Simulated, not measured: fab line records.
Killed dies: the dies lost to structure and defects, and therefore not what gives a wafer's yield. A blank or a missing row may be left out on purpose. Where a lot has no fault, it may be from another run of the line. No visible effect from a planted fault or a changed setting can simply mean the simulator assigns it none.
fab line records	flow nandHarc
[record] lots = 7	wafers = 19	lastDay = 33
route steps=1302 shown A_DECK1_JOINT@533 A_ONON_D2@545 END@1302
lots untouched by any fault: they come from a run of this same line in which no faults occurred
startH: hours from the record's opening day to when the first of the lot's shown wafers began	waitH: time in hours since the lot's previous step	" unchanged from the row above	L1.1+2: one row covering several wafers at once	- no value, or no start was given	* or withheld: withheld	< > ~ a bound
route shown NAME@n: names a module that has steps shown in the file, with the first one's number in the route	usual: average and standard deviation across the fault-free wafers	same: alike in all rows	chamber/n: place in a boat	sites: each site's reading	_std_site: their standard deviation	_edge_site: mean of outer sites minus mean of inner sites	radiusMm: how far each site lies from the wafer's centre	mask NAME#n: copy n	behind: the last tool/chamber to shape the wafer	hold: the reason the lot was held/the length of the hold in hours/how it ended	device: the transistor (n, p or np) that didn't switch	end of line: tests run on the same wafers once the route is complete	a step without rows: its recipe alone	killed: dies lost to structure and defects at the first sort, not the wafer's yield	map: dies across one wafer; x = killed, . = not, _ = none there
set.NAME: the setting the step ran with; set.NAME@STEP: the setting that earlier step ran with	model.NAME: the simulator's own value behind a step, which no gauge read
certain route steps with their lots: each step a table, each wafer a row
services: the hour from which a tool's chamber was out of use, counted from the record's first day as startH (under 0 if before that day), plus the number of hours and why
[[steps]]
[step NHARC_A_DECK1_JOINT_CVD_34]
[recipe] targetThkA = 200	tempC = 700	pressureMtorr = 300	material = SiNx
[step NHARC_A_DECK1_JOINT_DEP_06]
[recipe] targetThkA = 800	tempC = 65	material = SiOx
[step NHARC_A_DECK1_JOINT_CURE_26]
[recipe] tempC = 150	timeS = 32	pressureAtm = 0.395
[step NHARC_A_DECK1_JOINT_ANNEAL_27]
[recipe] tempC = 400	timeS = 3600	idleTempC = 300	rampUpCPerMin = 10	densificationPH2oTorr = 640
[step NHARC_A_DECK1_JOINT_ANNEAL_28]
[recipe] tempC = 500	timeS = 1800	idleTempC = 400	rampUpCPerMin = 10	densificationPH2oTorr = 640
[step NHARC_A_DECK1_JOINT_ANNEAL_29]
[recipe] tempC = 750	timeS = 1800	idleTempC = 500	rampUpCPerMin = 10	rampDownCPerMin = 3
[step NHARC_A_DECK1_JOINT_CMP_02]
[recipe] material = SiOx
[usual] motorCurrentA = 11.9/0.57
lot.wafer	tool	chamber	startH	waitH	motorCurrentA
L275.3	cmp-01	3	364.83	0.4	12.3
L275.4	"	0	"	"	11.4
L275.5	"	2	"	"	11.9
L280.2	cmp-02	2	417.81	0.4	11.0
L280.6	"	3	"	"	12.6
L280.5	"	0	"	"	11.6
L281.2	cmp-02	2	417.96	0.6	10.7
L281.6	"	3	"	"	11.5
L282.2	cmp-02	1	434.64	0.4	13.1
L282.6	"	0	"	"	11.9
L288.1	cmp-01	0	486.60	0.4	11.7
L288.5	"	3	"	"	11.4
L288.6	"	0	"	"	11.0
L287.3	cmp-02	1	497.02	0.4	12.2
L287.2	"	0	"	"	11.3
L287.6	"	1	"	"	13.1
L289.2	cmp-01	3	498.26	0.4	11.8
L289.4	"	0	"	"	11.2
L289.5	"	1	"	"	12.5
[step NHARC_A_DECK1_JOINT_SRD_15]
[step NHARC_A_DECK1_JOINT_DEP_16]
[recipe] targetThkA = 450	tempC = 400	pressureTorr = 6.5	rfW = 900	teosFlowSccm = 161.4	flowSccm = 2650	targetThkNm = 45	gas = O2	material = SiO2
[usual] heaterPowerW = 540/110	throttleValvePct = 16.0/0.58
lot.wafer	tool	chamber	startH	waitH	heaterPowerW	sinceWetCleanH	throttleValvePct
L275.3	pecvd-03	1	365.33	0.2	505	-	16.1
L275.4	"	2	"	"	755	-	16.9
L275.5	"	2	"	"	776	-	17.0
L280.2	pecvd-03	1	418.18	0.1	443	39	15.6
L280.5	"	2	"	"	668	-	16.6
L280.6	"	0	"	"	508	-	15.7
L281.2	pecvd-03	0	418.29	0.1	471	39	15.8
L281.6	"	1	"	"	367	-	15.7
L282.2	pecvd-03	2	435.06	0.1	683	56	16.7
L282.6	"	2	"	"	677	-	16.5
L288.1	pecvd-02	1	486.99	0.1	522	66	14.7
L288.6	"	1	"	"	513	-	14.5
L288.5	"	2	"	"	592	-	16.4
L287.3	pecvd-02	2	497.44	0.1	558	76	16.7
L287.2	"	1	"	"	575	76	14.7
L287.6	"	2	"	"	564	-	16.4
L289.2	pecvd-03	1	498.63	0.1	423	120	16.0
L289.4	"	1	"	"	415	-	16.1
L289.5	"	2	"	"	569	-	16.8
[step NHARC_A_DECK1_JOINT_THK_MEAS_17]
[recipe] thkMeasGauge = ellipsometry
[usual] thkNm = 45.1/1.3
lot.wafer	tool	chamber	startH	waitH	thkNm
L275.3	filmMetro-01	-	365.61	0.2	46.9
L275.4	"	-	"	"	44.0
L275.5	"	-	"	"	46.1
L280.2	filmMetro-02	-	418.40	0.2	43.4
L280.5	"	-	"	"	44.9
L280.6	"	-	"	"	45.1
L281.2	filmMetro-01	-	418.57	0.3	46.2
L281.6	"	-	"	"	45.7
L282.2	filmMetro-01	-	435.28	0.2	43.7
L282.6	"	-	"	"	46.4
L288.1	filmMetro-01	-	487.24	0.2	44.0
L288.5	"	-	"	"	46.0
L288.6	"	-	"	"	45.4
L287.2	filmMetro-02	-	497.72	0.2	46.3
L287.3	"	-	"	"	44.7
L287.6	"	-	"	"	43.9
L289.2	filmMetro-02	-	498.88	0.2	42.9
L289.4	"	-	"	"	46.1
L289.5	"	-	"	"	43.0
[step NHARC_A_DECK1_JOINT_INSPECT_05]
[usual] rawDefectCount = 344/130
lot.wafer	tool	chamber	startH	waitH	rawDefectCount
L275.3	defectInspect-02	-	365.64	0.0	393
L275.4	"	-	"	"	464
L275.5	"	-	"	"	425
L280.2	defectInspect-02	-	418.44	0.0	561
L280.5	"	-	"	"	595
L280.6	"	-	"	"	947
L281.2	defectInspect-02	-	418.61	0.0	467
L281.6	"	-	"	"	242
L282.2	defectInspect-01	-	435.31	0.0	253
L282.6	"	-	"	"	470
L288.1	defectInspect-02	-	487.27	0.0	235
L288.5	"	-	"	"	248
L288.6	"	-	"	"	283
L287.2	defectInspect-02	-	497.76	0.0	347
L287.3	"	-	"	"	355
L287.6	"	-	"	"	254
L289.2	defectInspect-02	-	498.91	0.0	242
L289.4	"	-	"	"	330
L289.5	"	-	"	"	254
[step NHARC_A_ONON_D2_DEP_00]
[recipe] targetThkA = 10000	n2FlowSccm = 2750	n2oFlowSccm = 2000	nh3FlowSccm = 500	sih4FlowSccm = 210	tempC = 400
[usual] sih4FlowSccm = 209.9/0.66
lot.wafer	tool	chamber	startH	waitH	sih4FlowSccm
L275.3	pecvdOnon-03	0	365.83	0.2	210.8
L275.4	"	0	"	"	210.3
L275.5	"	0	"	"	210.4
L280.2	pecvdOnon-01	0	418.56	0.1	210.3
L280.5	"	0	"	"	210.8
L280.6	"	0	"	"	210.3
L281.2	pecvdOnon-01	0	418.92	0.3	209.9
L281.6	"	0	"	"	209.3
L282.2	pecvdOnon-01	0	435.44	0.1	209.1
L282.6	"	0	"	"	209.2
L288.1	pecvdOnon-04	0	487.34	0.1	209.6
L288.5	"	0	"	"	208.7
L288.6	"	0	"	"	209.9
L287.2	pecvdOnon-03	0	497.88	0.1	209.6
L287.3	"	0	"	"	210.5
L287.6	"	0	"	"	209.9
L289.2	pecvdOnon-01	0	499.04	0.1	211.2
L289.4	"	0	"	"	209.9
L289.5	"	0	"	"	210.5
[step NHARC_A_ONON_D2_THK_MEAS_02]
[recipe] thkMeasGauge = ellipsometry
[usual] thkNm = 999/11
lot.wafer	tool	chamber	startH	waitH	thkNm
L275.3	filmMetro-02	-	366.22	-	994
L275.4	"	-	"	"	995
L275.5	"	-	"	"	995
L280.2	filmMetro-01	-	419.02	-	1829
L280.5	"	-	"	"	994
L280.6	"	-	"	"	1830
L281.2	filmMetro-02	-	419.37	-	1829
L281.6	"	-	"	"	1832
L282.2	filmMetro-01	-	435.90	-	1823
L282.6	"	-	"	"	1825
L288.1	filmMetro-01	-	487.85	-	1006
L288.5	"	-	"	"	1006
L288.6	"	-	"	"	1006
L287.2	filmMetro-02	-	498.34	-	1007
L287.3	"	-	"	"	1007
L287.6	"	-	"	"	1007
L289.2	filmMetro-02	-	499.50	-	1006
L289.4	"	-	"	"	1006
L289.5	"	-	"	"	1006
[step NHARC_A_ONON_D2_DEP_03]
[recipe] targetThkA = 10000	n2FlowSccm = 2750	n2oFlowSccm = 2000	nh3FlowSccm = 500	sih4FlowSccm = 210	tempC = 400
[step NHARC_END_SORT_01]
[recipe] tempC = 25
[usual] killedAtArray = 47/18	killedAtOther = 0.9/1.1	killedAtPeriphery = 4/3.1	killedDies = 52/18	killedOpen = 3.1/1.5	killedShort = 2.4/1.5
[same] grossDies = 677
lot.wafer	tool	chamber	startH	waitH	killedAtArray	killedAtOther	killedAtPeriphery	killedDies	killedOpen	killedShort
L280.2	prober-01	0	704.62	2.8	675	0	2	677	3	2
L280.6	prober-01	0	707.78	3.9	673	0	4	677	4	2
L281.2	prober-02	0	712.39	2.8	666	0	11	677	2	5
L281.6	prober-02	0	715.58	4.0	666	0	11	677	5	1
L282.2	prober-01	0	714.86	2.8	673	1	3	677	2	2
L282.6	prober-01	0	718.12	4.1	674	2	1	677	2	3
// killed by level:class
L280.2 A_ONON_D2:areaDep=614 A_SLIT:chamberFilmFlake=22 A_CHANNEL_HOLE_D1:chamberFilmFlake=11 A_CHANNEL_HOLE_D2:chamberFilmFlake=11 A_BONDPAD:chamberFilmFlake=4 A_STAIRCASE:chamberFilmFlake=3 A_CHANNEL_FILL_D1:geometricParticle:short=2 A_CONTACT:chamberFilmFlake=2
L280.6 A_ONON_D2:areaDep=593 A_CHANNEL_HOLE_D1:chamberFilmFlake=35 A_SLIT:chamberFilmFlake=22 A_CHANNEL_HOLE_D2:chamberFilmFlake=9 A_BONDPAD:chamberFilmFlake=5 A_ONON_D1:geometricParticle:short=2 P_STI:chamberFilmFlake=2 A_STAIRCASE:chamberFilmFlake=2
L281.2 A_ONON_D2:areaDep=594 A_CHANNEL_HOLE_D1:chamberFilmFlake=37 A_CHANNEL_HOLE_D2:chamberFilmFlake=15 A_CONTACT:chamberFilmFlake=10 P_CONTACT:chamberFilmFlake=7 A_SLIT:chamberFilmFlake=3 A_DECK1_JOINT:geometricParticle:short=2 P_GATE:geometricParticle:open=1
L282.2 A_ONON_D2:areaDep=626 A_CHANNEL_HOLE_D2:chamberFilmFlake=17 A_SLIT:chamberFilmFlake=9 A_CHANNEL_HOLE_D1:chamberFilmFlake=9 A_CHANNEL_FILL_D2:chamberFilmFlake=3 A_CONTACT:chamberFilmFlake=2 P_M1:geometricParticle:short=1 A_CHANNEL_HOLE_D2:geometricParticle:open=1
L281.6 A_ONON_D2:areaDep=621 A_CHANNEL_HOLE_D1:chamberFilmFlake=14 A_CHANNEL_HOLE_D2:chamberFilmFlake=14 A_CONTACT:chamberFilmFlake=8 P_CONTACT:chamberFilmFlake=4 P_ZERO_WELL:chamberFilmFlake=3 P_M2:chamberFilmFlake=3 A_M0:geometricParticle:open=2
L282.6 A_ONON_D2:areaDep=635 A_CHANNEL_HOLE_D2:chamberFilmFlake=15 A_CHANNEL_HOLE_D1:chamberFilmFlake=11 A_STAIRCASE:chamberFilmFlake=4 A_CONTACT:chamberFilmFlake=3 THIN_TSV:chamberFilmFlake=2 P_STI:geometricParticle:open=1 A_CHANNEL_FILL_D1:geometricParticle:short=1
// map L280.2 (x killed, . not)
____________x____________
_________xxxxxxx_________
_______xxxxxxxxxxx_______
______xxxxxxxxxxxxx______
_____xxxxxxxxxxxxxxx_____
____xxxxxxxxxxxxxxxxx____
____xxxxxxxxxxxxxxxxx____
___xxxxxxxxxxxxxxxxxxx___
___xxxxxxxxxxxxxxxxxxx___
__xxxxxxxxxxxxxxxxxxxxx__
__xxxxxxxxxxxxxxxxxxxxx__
_xxxxxxxxxxxxxxxxxxxxxxx_
_xxxxxxxxxxxxxxxxxxxxxxx_
_xxxxxxxxxxxxxxxxxxxxxxx_
_xxxxxxxxxxxxxxxxxxxxxxx_
_xxxxxxxxxxxxxxxxxxxxxxx_
xxxxxxxxxxxxxxxxxxxxxxxxx
xxxxxxxxxxxxxxxxxxxxxxxxx
xxxxxxxxxxxxxxxxxxxxxxxxx
xxxxxxxxxxxxxxxxxxxxxxxxx
xxxxxxxxxxxxxxxxxxxxxxxxx
_xxxxxxxxxxxxxxxxxxxxxxx_
_xxxxxxxxxxxxxxxxxxxxxxx_
_xxxxxxxxxxxxxxxxxxxxxxx_
_xxxxxxxxxxxxxxxxxxxxxxx_
_xxxxxxxxxxxxxxxxxxxxxxx_
__xxxxxxxxxxxxxxxxxxxxx__
__xxxxxxxxxxxxxxxxxxxxx__
___xxxxxxxxxxxxxxxxxxx___
___xxxxxxxxxxxxxxxxxxx___
____xxxxxxxxxxxxxxxxx____
____xxxxxxxxxxxxxxxxx____
_____xxxxxxxxxxxxxxx_____
______xxxxxxxxxxxxx______
_______xxxxxxxxxxx_______
_________xxxxxxx_________
____________x____________
// map L281.2 (x killed, . not)
____________x____________
_________xxxxxxx_________
_______xxxxxxxxxxx_______
______xxxxxxxxxxxxx______
_____xxxxxxxxxxxxxxx_____
____xxxxxxxxxxxxxxxxx____
____xxxxxxxxxxxxxxxxx____
___xxxxxxxxxxxxxxxxxxx___
___xxxxxxxxxxxxxxxxxxx___
__xxxxxxxxxxxxxxxxxxxxx__
__xxxxxxxxxxxxxxxxxxxxx__
_xxxxxxxxxxxxxxxxxxxxxxx_
_xxxxxxxxxxxxxxxxxxxxxxx_
_xxxxxxxxxxxxxxxxxxxxxxx_
_xxxxxxxxxxxxxxxxxxxxxxx_
_xxxxxxxxxxxxxxxxxxxxxxx_
xxxxxxxxxxxxxxxxxxxxxxxxx
xxxxxxxxxxxxxxxxxxxxxxxxx
xxxxxxxxxxxxxxxxxxxxxxxxx
xxxxxxxxxxxxxxxxxxxxxxxxx
xxxxxxxxxxxxxxxxxxxxxxxxx
_xxxxxxxxxxxxxxxxxxxxxxx_
_xxxxxxxxxxxxxxxxxxxxxxx_
_xxxxxxxxxxxxxxxxxxxxxxx_
_xxxxxxxxxxxxxxxxxxxxxxx_
_xxxxxxxxxxxxxxxxxxxxxxx_
__xxxxxxxxxxxxxxxxxxxxx__
__xxxxxxxxxxxxxxxxxxxxx__
___xxxxxxxxxxxxxxxxxxx___
___xxxxxxxxxxxxxxxxxxx___
____xxxxxxxxxxxxxxxxx____
____xxxxxxxxxxxxxxxxx____
_____xxxxxxxxxxxxxxx_____
______xxxxxxxxxxxxx______
_______xxxxxxxxxxx_______
_________xxxxxxx_________
____________x____________
[[services]]
tool	chamber	startH	hours	kind
pecvd-03	-	353.61	0.7	repair
pecvd-02	2	362.65	27.5	repair
pecvd-03	0	362.80	5.5	repair
pecvd-03	-	366.13	13.0	pm
pecvd-03	1	366.13	13.0	ventCycle
pecvd-03	2	366.13	13.0	ventCycle
pecvd-02	0	366.28	7.9	repair
cmp-02	-	367.75	6.1	repair
pecvd-03	0	379.13	-	clean
pecvd-03	1	379.13	-	clean
pecvd-03	2	379.13	-	clean
cmp-01	-	381.66	4.0	pm
pecvd-02	0	392.38	5.1	repair
cmp-02	-	406.93	1.9	repair
pecvd-02	-	408.20	13.0	pm
pecvdOnon-03	-	408.26	13.0	pm
cmp-01	-	420.63	2.9	repair
cmp-02	-	430.05	4.0	pm
cmp-02	-	434.05	-	consumableReplace:conditioner
pecvdOnon-01	-	450.40	13.0	pm
cmp-02	-	455.21	2.5	repair
pecvd-03	1	472.82	5.9	repair
cmp-01	-	479.73	4.0	pm
pecvdOnon-04	-	492.51	13.0	pm
[[key]]
[firstSign] step = NHARC_A_ONON_D2_THK_MEAS_02	reading = thkNm	direction = up	sigmas = 75	usual = 999	struck = 1828
[effect] step = NHARC_END_SORT_01	reading = killedAtArray	direction = up	sigmas = 35	usual = 47	struck = 671
[moreKillsBornAt] NHARC_A_ONON_D2_DEP_00@pecvdOnon-01 = 3683
metAt NHARC_A_ONON_D2_DEP_00
struckWafers L280.2,L280.6,L281.2,L281.6,L282.2,L282.6
laterRowsLeftOut L280.2,L280.6,L281.2,L281.6,L282.2,L282.6
testerLeftOut L280,L281,L282
[fault] kind = processParameterDrift	tool = pecvdOnon-01	chamber = -	onsetH = 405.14	steps = NHARC_A_ONON_D2_DEP_00	channel = targetThkA	offset = *	shape = step	endH = 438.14	scope = struckWafersOnly	actsIn = *	stated = *
// testerLeftOut: of these lots the tester's yield and bins aren't shown, on N5 and GAA mostly nor the transistor test; their killed dies are dies lost to structure and defects alone, not to doping, threshold or leakage, so they don't give the yield
// laterRowsLeftOut: the simulator's readings of these wafers behind a module that went badly wrong aren't trusted and aren't shown, but for the sort
